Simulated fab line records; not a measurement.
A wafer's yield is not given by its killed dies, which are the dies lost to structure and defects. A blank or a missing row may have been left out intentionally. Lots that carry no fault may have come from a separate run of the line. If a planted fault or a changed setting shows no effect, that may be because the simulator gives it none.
Which tool is to blame? | flow nand-harc | 24 lots with 72 wafers sampled at 5 steps, on a route of 1159 steps

## WHAT THE GAUGES SHOWED, per wafer
NHARC_A_M1_OVL_MEAS_10: pitch 240 nm. Usual: overlay-x-nm 0.2 nm, standard deviation 1; overlay-y-nm 0.2 nm, standard deviation 0.85.
lot  | measured     | on         | overlay-x-nm (nm) | overlay-y-nm (nm) | flag
L074 | day 18 04:53 | overlay-02 | 2.1 2.9 2.5       | 0.0 -0.1 -0.3     |
L075 | day 18 08:31 | overlay-01 | 1.3 1.0 1.2       | 0.2 -0.3 0.6      |
L077 | day 18 10:01 | overlay-01 | 0.2 -0.4 -0.4     | -0.1 -0.4 0.3     |
L076 | day 18 11:14 | overlay-02 | 0.2 0.2 0.7       | -0.3 0.5 0.0      |
L079 | day 19 05:13 | overlay-02 | 1.4 1.3 1.1       | 0.3 0.8 0.6       |
L078 | day 19 08:58 | overlay-02 | 0.6 -0.5 0.2      | 1.1 0.2 0.6       |
L080 | day 19 10:05 | overlay-01 | 0.5 1.0 0.4       | 0.0 0.0 -0.8      |
L081 | day 19 12:42 | overlay-01 | -0.2 0.1 -0.2     | 2.1 2.4 2.2       |
L082 | day 20 08:25 | overlay-01 | -0.3 -0.7 -0.7    | 0.6 0.6 0.6       |
L084 | day 20 08:52 | overlay-01 | -0.7 -0.1 -0.7    | -0.3 -0.1 0.3     |
L085 | day 20 23:37 | overlay-02 | 1.8 1.4 1.6       | -2.2 -2.1 -2.1    |
L083 | day 21 03:02 | overlay-02 | -1.5 -1.6 -1.5    | -0.7 -1.1 -0.7    |
L086 | day 21 18:31 | overlay-01 | -0.9 -0.6 -0.7    | -0.5 -0.3 -0.1    |
L087 | day 21 18:49 | overlay-02 | 0.1 -0.1 0.3      | 0.7 1.2 1.0       |
L092 | day 22 10:26 | overlay-02 | -0.6 -0.4 -0.3    | 0.6 -0.6 -0.3     |
L090 | day 22 11:06 | overlay-02 | 1.3 0.6 1.0       | 0.7 0.2 0.7       |
L089 | day 22 11:16 | overlay-01 | -0.6 -0.8 -1.0    | 0.1 -0.3 0.4      |
L088 | day 22 13:33 | overlay-02 | -0.2 -0.3 -0.9    | 0.4 1.4 0.6       |
L091 | day 22 13:16 | overlay-01 | 0.5 0.2 0.2       | 1.3 1.3 1.5       |
L093 | day 22 21:41 | overlay-01 | 0.8 0.9 1.0       | -0.4 -0.6 -0.7    |
L094 | day 22 20:38 | overlay-01 | -0.9 -0.4 -0.7    | 0.5 0.8 0.4       |
L095 | day 23 01:03 | overlay-01 | -1.3 -1.0 -1.5    | 0.5 0.6 0.1       |
L097 | day 23 07:15 | overlay-02 | 1.2 1.1 1.3       | -0.1 -0.7 -0.3    |
L096 | day 23 11:15 | overlay-02 | 2.0 1.9 1.6       | -0.1 0.0 0.2      |

NHARC_A_M1_THK_MEAS_24: measures by xrf. Usual: 153.6 nm for thk-nm, sd 1.8.
lot  | measured     | on            | thk-nm (nm)       | flag
L074 | day 18 07:26 | film-metro-02 | 155.4 154.8 158.9 |
L075 | day 18 11:10 | film-metro-01 | 154.9 156.7 154.1 |
L077 | day 18 12:32 | film-metro-02 | 155.0 152.5 152.3 |
L076 | day 18 13:46 | film-metro-02 | 154.7 154.4 152.8 |
L079 | day 19 07:57 | film-metro-02 | 153.4 154.2 155.8 |
L078 | day 19 11:38 | film-metro-01 | 153.0 149.9 153.2 |
L080 | day 19 12:38 | film-metro-01 | 152.5 151.1 153.0 |
L081 | day 19 15:13 | film-metro-01 | 151.9 152.9 153.1 |
L082 | day 20 11:02 | film-metro-02 | 153.7 154.4 153.7 |
L084 | day 20 11:23 | film-metro-01 | 156.8 154.3 154.1 |
L085 | day 21 02:17 | film-metro-02 | 151.9 152.3 154.1 |
L083 | day 21 05:33 | film-metro-01 | 154.9 153.5 152.7 |
L086 | day 21 21:02 | film-metro-01 | 155.2 155.2 156.1 |
L087 | day 21 21:20 | film-metro-01 | 153.5 155.6 155.7 |
L092 | day 22 12:58 | film-metro-02 | 155.2 151.2 152.1 |
L090 | day 22 13:37 | film-metro-01 | 154.2 153.4 153.7 |
L089 | day 22 13:46 | film-metro-02 | 152.2 149.8 152.1 |
L088 | day 22 16:13 | film-metro-01 | 153.5 154.0 153.5 |
L091 | day 22 15:53 | film-metro-01 | 154.0 155.2 156.5 |
L093 | day 23 00:13 | film-metro-01 | 152.0 149.3 152.5 |
L094 | day 22 23:11 | film-metro-01 | 153.7 154.1 152.8 |
L095 | day 23 03:48 | film-metro-01 | 149.9 152.8 151.7 |
L097 | day 23 10:05 | film-metro-02 | 151.0 154.6 152.6 |
L096 | day 23 13:46 | film-metro-01 | 153.8 152.5 155.3 |

## WHICH TOOL RAN EACH LOT (tool, then ch and the chambers of the sampled wafers, then the start)
lot  | NHARC_A_CONTACT_ETCH_30                       | NHARC_A_M0_CMP_23             | NHARC_A_M1_PVD_21
L074 | rie-diel-07 ch 0,1, day 18 02:49 or earlier   | cmp-01 ch 1,2, day 18 02:49   | pvd-sputter-03, day 18 07:26 or earlier
L075 | rie-diel-10 ch 0,1,2, day 18 05:32 or earlier | cmp-02 ch 1,2, day 18 05:32   | pvd-sputter-01, day 18 11:10 or earlier
L077 | rie-diel-07 ch 1,2, day 18 08:07 or earlier   | cmp-03 ch 1,2,3, day 18 08:07 | pvd-sputter-03, day 18 12:32 or earlier
L076 | rie-diel-09 ch 0,1,2, day 18 09:16 or earlier | cmp-02 ch 2,3, day 18 09:16   | pvd-sputter-02, day 18 13:46 or earlier
L079 | rie-diel-09 ch 0,2,3, day 19 03:24 or earlier | cmp-02 ch 0,1,3, day 19 03:24 | pvd-sputter-02, day 19 07:57 or earlier
L078 | rie-diel-07 ch 0,3, day 19 06:53 or earlier   | cmp-01 ch 1,2,3, day 19 06:53 | pvd-sputter-01, day 19 11:38 or earlier
L080 | rie-diel-10 ch 0,1,3, day 19 08:06 or earlier | cmp-03 ch 1,3, day 19 08:06   | pvd-sputter-03, day 19 12:38 or earlier
L081 | rie-diel-10 ch 1,2,3, day 19 10:53 or earlier | cmp-01 ch 0,3, day 19 10:53   | pvd-sputter-02, day 19 15:13 or earlier
L082 | rie-diel-10 ch 1,2,3, day 20 06:23 or earlier | cmp-02 ch 1,2,3, day 20 06:23 | pvd-sputter-02, day 20 11:02 or earlier
L084 | rie-diel-07 ch 0,1, day 20 06:45 or earlier   | cmp-03 ch 0,3, day 20 06:45   | pvd-sputter-02, day 20 11:23 or earlier
L085 | rie-diel-10 ch 0,1,2, day 20 21:39 or earlier | cmp-01 ch 0,1,3, day 20 21:39 | pvd-sputter-01, day 21 02:17 or earlier
L083 | rie-diel-07 ch 1,2,3, day 21 01:07 or earlier | cmp-01 ch 1,2,3, day 21 01:07 | pvd-sputter-01, day 21 05:33 or earlier
L086 | rie-diel-07 ch 1,2, day 21 16:43 or earlier   | cmp-03 ch 1,3, day 21 16:43   | pvd-sputter-01, day 21 21:02 or earlier
L087 | rie-diel-09 ch 1,2, day 21 16:53 or earlier   | cmp-02 ch 0,3, day 21 16:53   | pvd-sputter-02, day 21 21:20 or earlier
L092 | rie-diel-09 ch 0,1,3, day 22 08:36 or earlier | cmp-02 ch 0,1,2, day 22 08:36 | pvd-sputter-03, day 22 12:58 or earlier
L090 | rie-diel-10 ch 0,2, day 22 09:13 or earlier   | cmp-03 ch 0,2,3, day 22 09:13 | pvd-sputter-02, day 22 13:37 or earlier
L089 | rie-diel-07 ch 0,2,3, day 22 09:23 or earlier | cmp-02 ch 1,2,3, day 22 09:23 | pvd-sputter-03, day 22 13:46 or earlier
L088 | rie-diel-09 ch 2,3, day 22 11:28 or earlier   | cmp-03 ch 0,2, day 22 11:28   | pvd-sputter-03, day 22 16:13 or earlier
L091 | rie-diel-07 ch 0,1,3, day 22 11:22 or earlier | cmp-02 ch 1,2,3, day 22 11:22 | pvd-sputter-02, day 22 15:53 or earlier
L093 | rie-diel-09 ch 0,1,3, day 22 19:46 or earlier | cmp-01 ch 2,3, day 22 19:46   | pvd-sputter-02, day 23 00:13 or earlier
L094 | rie-diel-09 ch 0,1,2, day 22 18:52 or earlier | cmp-01 ch 0,1,3, day 22 18:52 | pvd-sputter-03, day 22 23:11 or earlier
L095 | rie-diel-10 ch 0,2,3, day 22 22:55 or earlier | cmp-01 ch 1,2,3, day 22 22:55 | pvd-sputter-02, day 23 03:48 or earlier
L097 | rie-diel-07 ch 0,1,3, day 23 05:29 or earlier | cmp-02 ch 1,3, day 23 05:29   | pvd-sputter-03, day 23 10:05 or earlier
L096 | rie-diel-10 ch 0,1,2, day 23 09:26 or earlier | cmp-01 ch 2,3, day 23 09:26   | pvd-sputter-01, day 23 13:46 or earlier
- NHARC_A_CONTACT_ETCH_30: etches the open film in CF4/CHF3, target depth 60.5 nm, time 30.2 s.
- NHARC_A_M0_CMP_23: polishes, t overpolish 20 s, target thk 113.75 nm.
- NHARC_A_M1_PVD_21: deposits Cu, target thk 30 nm, time 20.49 s.

## WHAT THE TOOLS THEMSELVES READ (means of the sampled wafers that have a number; where no wafer has one, the mark that the record gives instead)
NHARC_A_CONTACT_ETCH_30. Usual: drypump-motor-current-A 5.9 A, standard deviation 0.43; oes-product-au 0.935 a.u., standard deviation 0.023; rf-vpp-V 371.3 V, standard deviation 2.2; showerhead-plenum-p-Torr 1.60 Torr, standard deviation 0.058; throttle-valve-pct 16.803 %, standard deviation 0.0093.
lot  | tool        | drypump-motor-current-A (A) | oes-product-au (a.u.) | rf-vpp-V (V) | showerhead-plenum-p-Torr (Torr) | throttle-valve-pct (%) | flag
L074 | rie-diel-07 | 6.3                         | 0.914                 | 372.1        | 1.60                            | 16.796                 |
L075 | rie-diel-10 | 6.1                         | 0.931                 | 371.4        | 1.60                            | 16.803                 |
L077 | rie-diel-07 | 5.7                         | 0.923                 | 368.2        | 1.50                            | 16.804                 |
L076 | rie-diel-09 | 5.8                         | 0.963                 | 372.6        | 1.62                            | 16.794                 |
L079 | rie-diel-09 | 5.6                         | 0.973                 | 373.1        | 1.64                            | 16.805                 |
L078 | rie-diel-07 | 6.1                         | 0.917                 | 371.1        | 1.60                            | 16.798                 |
L080 | rie-diel-10 | 5.6                         | 0.972                 | 371.6        | 1.60                            | 16.803                 |
L081 | rie-diel-10 | 5.8                         | 0.921                 | 373.9        | 1.64                            | 16.810                 |
L082 | rie-diel-10 | 5.8                         | 0.917                 | 372.6        | 1.64                            | 16.807                 |
L084 | rie-diel-07 | 6.2                         | 0.927                 | 370.9        | 1.57                            | 16.799                 |
L085 | rie-diel-10 | 6.1                         | 0.926                 | 371.5        | 1.60                            | 16.809                 |
L083 | rie-diel-07 | 5.9                         | 0.937                 | 369.1        | 1.53                            | 16.804                 |
L086 | rie-diel-07 | 5.7                         | 0.941                 | 367.4        | 1.50                            | 16.794                 |
L087 | rie-diel-09 | 5.7                         | 0.905                 | 372.4        | 1.60                            | 16.810                 |
L092 | rie-diel-09 | 5.6                         | 0.975                 | 371.7        | 1.60                            | 16.804                 |
L090 | rie-diel-10 | 6.4                         | 0.930                 | 371.8        | 1.63                            | 16.806                 |
L089 | rie-diel-07 | 5.9                         | 0.974                 | 370.5        | 1.56                            | 16.800                 |
L088 | rie-diel-09 | 5.3                         | 0.931                 | 372.0        | 1.65                            | 16.807                 |
L091 | rie-diel-07 | 6.2                         | 0.921                 | 370.5        | 1.58                            | 16.798                 |
L093 | rie-diel-09 | 5.6                         | 0.959                 | 371.5        | 1.60                            | 16.809                 |
L094 | rie-diel-09 | 5.8                         | 0.909                 | 371.8        | 1.61                            | 16.807                 |
L095 | rie-diel-10 | 5.9                         | 0.916                 | 371.5        | 1.63                            | 16.805                 |
L097 | rie-diel-07 | 6.2                         | 0.920                 | 370.2        | 1.58                            | 16.808                 |
L096 | rie-diel-10 | 6.1                         | 0.938                 | 370.5        | 1.59                            | 16.801                 |

NHARC_A_M0_CMP_23. Usual: motor-current-A 11.7 A, standard deviation 1.3; time-to-endpoint-s 28.1 s, standard deviation 2.7.
lot  | tool   | motor-current-A (A) | time-to-endpoint-s (s) | flag
L074 | cmp-01 | 10.3                | 32.4                   |
L075 | cmp-02 | 12.3                | 26.1                   |
L077 | cmp-03 | 11.3                | 26.2                   |
L076 | cmp-02 | 11.1                | 25.9                   |
L079 | cmp-02 | 12.4                | 28.6                   |
L078 | cmp-01 | 11.3                | 29.3                   |
L080 | cmp-03 | 12.2                | 29.4                   |
L081 | cmp-01 | 13.2                | 31.4                   |
L082 | cmp-02 | 11.8                | 29.0                   |
L084 | cmp-03 | 11.1                | 29.4                   |
L085 | cmp-01 | 12.1                | 27.1                   |
L083 | cmp-01 | 11.5                | 27.5                   |
L086 | cmp-03 | 11.9                | 30.0                   |
L087 | cmp-02 | 12.0                | 29.6                   |
L092 | cmp-02 | 12.9                | 27.7                   |
L090 | cmp-03 | 11.5                | 27.5                   |
L089 | cmp-02 | 11.7                | 25.4                   |
L088 | cmp-03 | 11.1                | 25.8                   |
L091 | cmp-02 | 11.8                | 27.7                   |
L093 | cmp-01 | 11.7                | 24.9                   |
L094 | cmp-01 | 11.7                | 30.5                   |
L095 | cmp-01 | 11.2                | 27.2                   |
L097 | cmp-02 | 12.1                | 27.6                   |
L096 | cmp-01 | 11.6                | 25.4                   |

NHARC_A_M1_PVD_21. Usual: 29.6 % for throttle-valve-pct, sd 1.3.
lot  | tool           | throttle-valve-pct (%) | flag
L074 | pvd-sputter-03 | 29.3                   |
L075 | pvd-sputter-01 | 28.4                   |
L077 | pvd-sputter-03 | 30.4                   |
L076 | pvd-sputter-02 | 28.3                   |
L079 | pvd-sputter-02 | 29.9                   |
L078 | pvd-sputter-01 | 30.1                   |
L080 | pvd-sputter-03 | 29.9                   |
L081 | pvd-sputter-02 | 30.4                   |
L082 | pvd-sputter-02 | 29.7                   |
L084 | pvd-sputter-02 | 29.0                   |
L085 | pvd-sputter-01 | 29.3                   |
L083 | pvd-sputter-01 | 29.5                   |
L086 | pvd-sputter-01 | 28.9                   |
L087 | pvd-sputter-02 | 29.7                   |
L092 | pvd-sputter-03 | 29.3                   |
L090 | pvd-sputter-02 | 28.6                   |
L089 | pvd-sputter-03 | 29.1                   |
L088 | pvd-sputter-03 | 29.7                   |
L091 | pvd-sputter-02 | 29.6                   |
L093 | pvd-sputter-02 | 30.4                   |
L094 | pvd-sputter-03 | 29.1                   |
L095 | pvd-sputter-02 | 29.0                   |
L097 | pvd-sputter-03 | 30.0                   |
L096 | pvd-sputter-01 | 29.7                   |

## THE ANSWER, worked out from the rows above alone
Rule: take the mean of a lot's wafers that have a number; if it is more than 3 standard deviations from the usual mean, the lot is off. Also off: a lot with no number at a reading for which 4 or more lots have one. All remaining lots with rows at the step are treated as sound. First the gauges in route order, then the tools' own readings, where a lot's mean is used as printed above. The first step at which some lot is off is used, and at that step the reading that is off furthest; a lot without a number counts as furthest.
Across all readings shown, no lot is off: no conclusion can be drawn from this.

## WHAT THE SIMULATOR HAD PUT IN
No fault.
